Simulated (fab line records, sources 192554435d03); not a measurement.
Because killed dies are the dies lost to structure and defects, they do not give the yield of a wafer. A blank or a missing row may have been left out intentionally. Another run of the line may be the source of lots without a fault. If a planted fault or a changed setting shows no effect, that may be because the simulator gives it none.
Chamber matching | flow n5Finfet | aldSin-04 running N5_FIN_SAQP_SPACER2_ALD_28: 4 sister chambers
The step deposits SiO2, target thk 8.1 nm, pulse time 1 s, purge time 2 s. 20 wafers are shown with their chamber, then 10 later ones without.

EACH WAFER AND ITS CHAMBER
wafer  | chamber | heaterPowerW (W) | chamberPressureTorr (Torr) | precursorPulseHeightRel
L075.2 | 2       | 547              | 2.005                      | 0.982
L075.4 | 2       | 533              | 2.003                      | 1.017
L075.6 | 3       | 443              | 2.007                      | 0.969
L076.1 | 3       | 449              | 2.002                      | 1.013
L076.2 | 1       | 470              | 2.000                      | 1.026
L076.5 | 1       | 464              | 2.005                      | 0.983
L079.1 | 1       | 479              | 2.005                      | 1.004
L079.2 | 2       | 550              | 1.997                      | 0.984
L079.6 | 2       | 554              | 1.998                      | 0.992
L080.1 | 0       | 490              | 2.002                      | 1.007
L080.3 | 2       | 560              | 2.005                      | 1.008
L080.6 | 2       | 551              | 2.008                      | 0.990
L083.1 | 1       | 472              | 2.000                      | 0.998
L083.5 | 3       | 452              | 1.994                      | 1.006
L083.6 | 0       | 501              | 1.998                      | 1.006
L088.1 | 2       | 555              | 2.000                      | 1.020
L088.2 | 0       | 492              | 2.000                      | 0.982
L088.5 | 0       | 505              | 1.994                      | 1.008
L090.2 | 0       | 507              | 1.993                      | 1.012
L090.3 | 1       | 464              | 1.996                      | 0.987

SIGNATURES (means of the wafers above)
reading                 | chamber 0 | chamber 1 | chamber 2 | chamber 3 | scatter within a chamber
heaterPowerW            | 499.00    | 469.80    | 550.00    | 448.00    | 7.39
chamberPressureTorr     | 1.99740   | 2.00120   | 2.00229   | 2.00100   | 0.00435
precursorPulseHeightRel | 1.00300   | 0.99960   | 0.99900   | 0.99600   | 0.0165
Rule: for each reading, subtract the chamber's mean from the wafer's reading, divide by that reading's scatter and square the result; add these up over the readings and take the root, which gives the wafer's distance from the chamber. If the next closest chamber is less than 2 further off than the closest, the wafer can't be placed; otherwise it belongs to the closest. The scatter: take each reading less its chamber's mean, square it, sum over the shown wafers, divide by the number of wafers less the number of chambers, and take the root.

WAFERS MISSING THEIR CHAMBER
wafer  | heaterPowerW (W) | chamberPressureTorr (Torr) | precursorPulseHeightRel
L090.4 | 449              | 2.004                      | 1.008
L094.1 | 467              | 2.010                      | 0.985
L094.5 | 462              | 2.000                      | 0.982
L094.6 | 503              | 1.999                      | 0.989
L096.1 | 450              | 2.001                      | 1.000
L096.3 | 499              | 2.003                      | 0.991
L096.5 | 479              | 1.998                      | 0.992
L097.1 | 433              | 1.998                      | 0.994
L097.2 | 508              | 2.006                      | 1.002
L097.3 | 474              | 2.004                      | 0.987

CHAMBER TAKEN BY EACH
wafer  | from the rows above     | in truth
L090.4 | can't be placed: 3 or 1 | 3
L094.1 | can't be placed: 1 or 3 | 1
L094.5 | can't be placed: 1 or 3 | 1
L094.6 | 0                       | 0
L096.1 | 3                       | 3
L096.3 | 0                       | 0
L096.5 | can't be placed: 1 or 0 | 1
L097.1 | 3                       | 3
L097.2 | 0                       | 0
L097.3 | 1                       | 1
Correctly placed: 6 of 10. From these rows, 4 cannot be placed; in 4 the true chamber is one of the candidates. Number placed wrongly: 0.
